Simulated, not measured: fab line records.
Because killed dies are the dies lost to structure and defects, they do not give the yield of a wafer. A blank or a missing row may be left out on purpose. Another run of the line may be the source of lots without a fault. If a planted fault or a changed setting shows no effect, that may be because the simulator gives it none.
What tool caused it? | flow n5_finfet | 15 lots with 45 wafers sampled at 4 steps, on a route of 1938 steps

## WHAT EACH GAUGE READ, for each wafer
The record lacks any reading of a measuring or inspecting step that a usual standard deviation could be used to judge.

## TOOL THAT RAN EACH LOT (tool first, then ch and the chambers of the sampled wafers, then the start)
lot  | N5_BEOL_M6_PEB_26                 | N5_BEOL_M6_ETCH_65                 | N5_BEOL_M6_ETCH_66                 | N5_BEOL_M6_ETCH_41
L297 | litho_track-01 ch 0, day 9 07:09  | rie_diel-04 ch 0,1,2, day 9 07:23  | rie_diel-04 ch 0,1,2, day 9 07:25  | rie_diel-04 ch 0,1,2, no start
L298 | litho_track-02 ch 0, day 9 22:17  | rie_diel-03 ch 0,1, day 9 22:35    | rie_diel-03 ch 0,1, day 9 22:37    | rie_diel-03 ch 0,1, no start
L300 | litho_track-02 ch 0, day 10 01:38 | rie_diel-01 ch 2,3, day 10 01:58   | rie_diel-01 ch 2,3, day 10 01:59   | rie_diel-01 ch 2,3, no start
L302 | litho_track-02 ch 0, day 10 12:17 | rie_diel-01 ch 1,2,3, day 10 12:43 | rie_diel-01 ch 1,2,3, day 10 12:44 | rie_diel-01 ch 1,2,3, no start
L306 | litho_track-01 ch 0, day 11 12:31 | rie_diel-01 ch 0,2,3, day 11 14:13 | rie_diel-01 ch 0,2,3, day 11 14:14 | rie_diel-01 ch 0,2,3, no start
L309 | litho_track-01, day 12 12:55      | rie_diel-04 ch 0,1,3, day 12 13:09 | rie_diel-04 ch 0,1,3, day 12 13:11 | rie_diel-04 ch 0,1,3, no start
L308 | litho_track-02, day 12 13:05      | rie_diel-01 ch 1,2,3, day 12 13:19 | rie_diel-01 ch 1,2,3, day 12 13:21 | rie_diel-01 ch 1,2,3, no start
L310 | litho_track-02, day 12 17:29      | rie_diel-04 ch 0,2, day 12 17:43   | rie_diel-04 ch 0,2, day 12 17:45   | rie_diel-04 ch 0,2, no start
L312 | litho_track-02 ch 0, day 12 21:41 | rie_diel-01 ch 1,2,3, day 12 21:55 | rie_diel-01 ch 1,2,3, day 12 21:57 | rie_diel-01 ch 1,2,3, no start
L313 | litho_track-01 ch 0, day 13 13:52 | rie_diel-03 ch 0,1,3, day 13 14:07 | rie_diel-03 ch 0,1,3, day 13 14:08 | rie_diel-03 ch 0,1,3, no start
L315 | litho_track-01 ch 0, day 13 17:46 | rie_diel-03 ch 0,1,2, day 13 18:17 | rie_diel-03 ch 0,1,2, day 13 18:19 | rie_diel-03 ch 0,1,2, no start
L314 | litho_track-02 ch 0, day 13 18:10 | rie_diel-03 ch 0,1,3, day 13 18:41 | rie_diel-03 ch 0,1,3, day 13 18:43 | rie_diel-03 ch 0,1,3, no start
L317 | litho_track-01 ch 0, day 14 11:01 | rie_diel-03 ch 0,2,3, day 14 11:16 | rie_diel-03 ch 0,2,3, day 14 11:17 | rie_diel-03 ch 0,2,3, no start
L318 | litho_track-02 ch 0, day 14 16:30 | rie_diel-01 ch 0,1,3, day 14 16:44 | rie_diel-01 ch 0,1,3, day 14 16:46 | rie_diel-01 ch 0,1,3, no start
L320 | litho_track-05 ch 0, day 15 02:23 | rie_diel-04 ch 1,2,3, day 15 02:38 | rie_diel-04 ch 1,2,3, day 15 02:40 | rie_diel-04 ch 1,2,3, no start
- N5_BEOL_M6_PEB_26: peb time 60 s.
- N5_BEOL_M6_ETCH_65: etches SiARC in CF4, target depth 15.6 nm, time 26 s.
- N5_BEOL_M6_ETCH_66: etches SOC in N2/H2, target depth 80 nm, overetch 16 nm, time 120 s.
- N5_BEOL_M6_ETCH_41: etches SiCN in CH3F/O2, target depth 29.7 nm, time 52 s.

## AS READ BY THE TOOLS THEMSELVES (means over the sampled wafers that have a number; for cases with no such wafer, the mark the record gives instead)
N5_BEOL_M6_PEB_26. Usual: chill_plate_temp_C 23.01 C, standard deviation 0.11; exhaust_pa 45.1 Pa, standard deviation 0.81; plate_temp_C 99.98 C, standard deviation 0.14.
lot  | tool           | chill_plate_temp_C (C) | exhaust_pa (Pa) | plate_temp_C (C) | flag
L297 | litho_track-01 | 23.11                  | 44.7            | 99.80            |
L298 | litho_track-02 | 23.13                  | 44.8            | 99.94            |
L300 | litho_track-02 | 23.01                  | 45.8            | 99.97            |
L302 | litho_track-02 | 22.97                  | 45.4            | 100.12           |
L306 | litho_track-01 | 23.03                  | 44.8            | 99.98            |
L309 | litho_track-01 | -                      | -               | -                | OFF
L308 | litho_track-02 | -                      | -               | -                | OFF
L310 | litho_track-02 | -                      | -               | -                | OFF
L312 | litho_track-02 | 22.95                  | 45.0            | 99.72            |
L313 | litho_track-01 | 23.14                  | 45.3            | 99.90            |
L315 | litho_track-01 | 22.97                  | 44.9            | 100.09           |
L314 | litho_track-02 | 23.02                  | 43.9            | 100.12           |
L317 | litho_track-01 | 22.89                  | 44.5            | 100.06           |
L318 | litho_track-02 | 23.22                  | 44.1            | 100.03           |
L320 | litho_track-05 | 22.94                  | 45.1            | 99.92            |

N5_BEOL_M6_ETCH_65. Usual: drypump_motor_current_A 5.8 A, standard deviation 0.34; etch_rf_on_time_s 26.0 s, standard deviation 0.51; oes_product_au 0.67 a.u., standard deviation 0.06; rf_vpp_V 183.9 V, standard deviation 1.2; showerhead_plenum_p_Torr 2.13 Torr, standard deviation 0.075; throttle_valve_pct 15.61 %, standard deviation 0.27.
lot  | tool        | drypump_motor_current_A (A) | etch_rf_on_time_s (s) | oes_product_au (a.u.) | rf_vpp_V (V) | showerhead_plenum_p_Torr (Torr) | throttle_valve_pct (%) | flag
L297 | rie_diel-04 | 5.8                         | 25.7                  | 0.69                  | 184.9        | 2.19                            | 15.61                  |
L298 | rie_diel-03 | 5.5                         | 25.8                  | 0.78                  | 184.1        | 2.10                            | 15.35                  |
L300 | rie_diel-01 | 6.1                         | 26.3                  | 0.61                  | 183.9        | 2.10                            | 15.65                  |
L302 | rie_diel-01 | 6.0                         | 26.1                  | 0.60                  | 183.3        | 2.10                            | 15.71                  |
L306 | rie_diel-01 | 6.0                         | 25.7                  | 0.64                  | 183.1        | 2.08                            | 15.59                  |
L309 | rie_diel-04 | 5.8                         | 25.7                  | 0.70                  | 184.4        | 2.20                            | 15.54                  |
L308 | rie_diel-01 | 5.9                         | 25.9                  | 0.68                  | 182.8        | 2.09                            | 15.59                  |
L310 | rie_diel-04 | 5.5                         | 25.4                  | 0.68                  | 183.8        | 2.12                            | 15.58                  |
L312 | rie_diel-01 | 6.0                         | 25.8                  | 0.68                  | 182.7        | 2.09                            | 15.60                  |
L313 | rie_diel-03 | 5.8                         | 25.7                  | 0.69                  | 183.0        | 2.08                            | 15.57                  |
L315 | rie_diel-03 | 5.6                         | 25.9                  | 0.69                  | 184.8        | 2.13                            | 15.59                  |
L314 | rie_diel-03 | 5.8                         | 26.3                  | 0.68                  | 183.0        | 2.08                            | 15.56                  |
L317 | rie_diel-03 | 5.5                         | 25.8                  | 0.65                  | 183.9        | 2.11                            | 15.82                  |
L318 | rie_diel-01 | 5.9                         | 25.7                  | 0.68                  | 183.5        | 2.07                            | 15.53                  |
L320 | rie_diel-04 | 5.8                         | 26.4                  | 0.65                  | 185.7        | 2.24                            | 15.83                  |

N5_BEOL_M6_ETCH_66. Usual: drypump_motor_current_A 5.8 A, standard deviation 0.34; oes_product_au 0.60 a.u., standard deviation 0.051; rf_vpp_V 523.3 V, standard deviation 2.6; showerhead_plenum_p_Torr 2.52 Torr, standard deviation 0.092; throttle_valve_pct 17.82 %, standard deviation 0.25.
lot  | tool        | drypump_motor_current_A (A) | oes_product_au (a.u.) | rf_vpp_V (V) | showerhead_plenum_p_Torr (Torr) | throttle_valve_pct (%) | flag
L297 | rie_diel-04 | 5.8                         | 0.62                  | 525.5        | 2.60                            | 17.82                  |
L298 | rie_diel-03 | 5.5                         | 0.70                  | 522.5        | 2.50                            | 17.60                  |
L300 | rie_diel-01 | 6.0                         | 0.55                  | 522.0        | 2.49                            | 17.87                  |
L302 | rie_diel-01 | 5.9                         | 0.55                  | 521.2        | 2.49                            | 17.90                  |
L306 | rie_diel-01 | 6.0                         | 0.57                  | 522.4        | 2.46                            | 17.83                  |
L309 | rie_diel-04 | 5.8                         | 0.62                  | 525.8        | 2.61                            | 17.75                  |
L308 | rie_diel-01 | 5.9                         | 0.60                  | 520.9        | 2.48                            | 17.78                  |
L310 | rie_diel-04 | 5.5                         | 0.60                  | 522.7        | 2.51                            | 17.74                  |
L312 | rie_diel-01 | 6.0                         | 0.60                  | 521.2        | 2.48                            | 17.79                  |
L313 | rie_diel-03 | 5.8                         | 0.62                  | 522.2        | 2.46                            | 17.82                  |
L315 | rie_diel-03 | 5.7                         | 0.62                  | 523.4        | 2.53                            | 17.80                  |
L314 | rie_diel-03 | 5.8                         | 0.62                  | 522.3        | 2.46                            | 17.82                  |
L317 | rie_diel-03 | 5.5                         | 0.58                  | 522.4        | 2.51                            | 18.05                  |
L318 | rie_diel-01 | 5.9                         | 0.61                  | 521.4        | 2.45                            | 17.73                  |
L320 | rie_diel-04 | 5.9                         | 0.59                  | 527.3        | 2.65                            | 18.00                  |

N5_BEOL_M6_ETCH_41. Usual: drypump_motor_current_A 5.8 A, standard deviation 0.34; oes_product_au 0.78 a.u., standard deviation 0.07; rf_vpp_V 297.0 V, standard deviation 1.7; showerhead_plenum_p_Torr 1.99 Torr, standard deviation 0.076; throttle_valve_pct 16.31 %, standard deviation 0.27.
lot  | tool        | drypump_motor_current_A (A) | oes_product_au (a.u.) | rf_vpp_V (V) | showerhead_plenum_p_Torr (Torr) | throttle_valve_pct (%) | flag
L297 | rie_diel-04 | 5.8                         | 0.81                  | 297.8        | 2.05                            | 16.34                  |
L298 | rie_diel-03 | 5.5                         | 0.93                  | 296.6        | 1.96                            | 16.05                  |
L300 | rie_diel-01 | 6.0                         | 0.72                  | 295.7        | 1.96                            | 16.37                  |
L302 | rie_diel-01 | 5.9                         | 0.72                  | 296.4        | 1.95                            | 16.41                  |
L306 | rie_diel-01 | 6.0                         | 0.74                  | 295.4        | 1.94                            | 16.29                  |
L309 | rie_diel-04 | 5.8                         | 0.81                  | 298.7        | 2.06                            | 16.26                  |
L308 | rie_diel-01 | 5.9                         | 0.79                  | 296.5        | 1.95                            | 16.29                  |
L310 | rie_diel-04 | 5.5                         | 0.79                  | 296.2        | 1.97                            | 16.29                  |
L312 | rie_diel-01 | 5.9                         | 0.79                  | 296.4        | 1.95                            | 16.29                  |
L313 | rie_diel-03 | 5.8                         | 0.81                  | 295.7        | 1.93                            | 16.25                  |
L315 | rie_diel-03 | 5.6                         | 0.81                  | 297.5        | 1.99                            | 16.28                  |
L314 | rie_diel-03 | 5.8                         | 0.80                  | 295.4        | 1.93                            | 16.26                  |
L317 | rie_diel-03 | 5.5                         | 0.76                  | 297.2        | 1.97                            | 16.51                  |
L318 | rie_diel-01 | 5.9                         | 0.79                  | 295.9        | 1.92                            | 16.21                  |
L320 | rie_diel-04 | 5.8                         | 0.76                  | 298.9        | 2.09                            | 16.55                  |

## THE ANSWER, worked out from the rows above alone
Rule: a lot is off if the mean of its wafers that have a number lies more than 3 standard deviations from the usual mean. Also off: a lot with no number at a reading for which 4 or more lots have one. Where the step has rows for the other lots, those lots are counted as sound. First the gauges in route order, then the tools' own readings, where a lot's mean is used as printed above. The first step at which some lot is off is used, and at that step the reading that is off furthest; a lot without a number counts as furthest.
Off at N5_BEOL_M6_PEB_26 (chill_plate_temp_C): L309, L308, L310. Without a number there: L309, L308, L310.
A tool fits if, at that step or a process step before it, it ran every lot that is off, and no sound lot after the first of them. Of those tried, none fits.

## WHAT HAD BEEN PUT IN BY THE SIMULATOR
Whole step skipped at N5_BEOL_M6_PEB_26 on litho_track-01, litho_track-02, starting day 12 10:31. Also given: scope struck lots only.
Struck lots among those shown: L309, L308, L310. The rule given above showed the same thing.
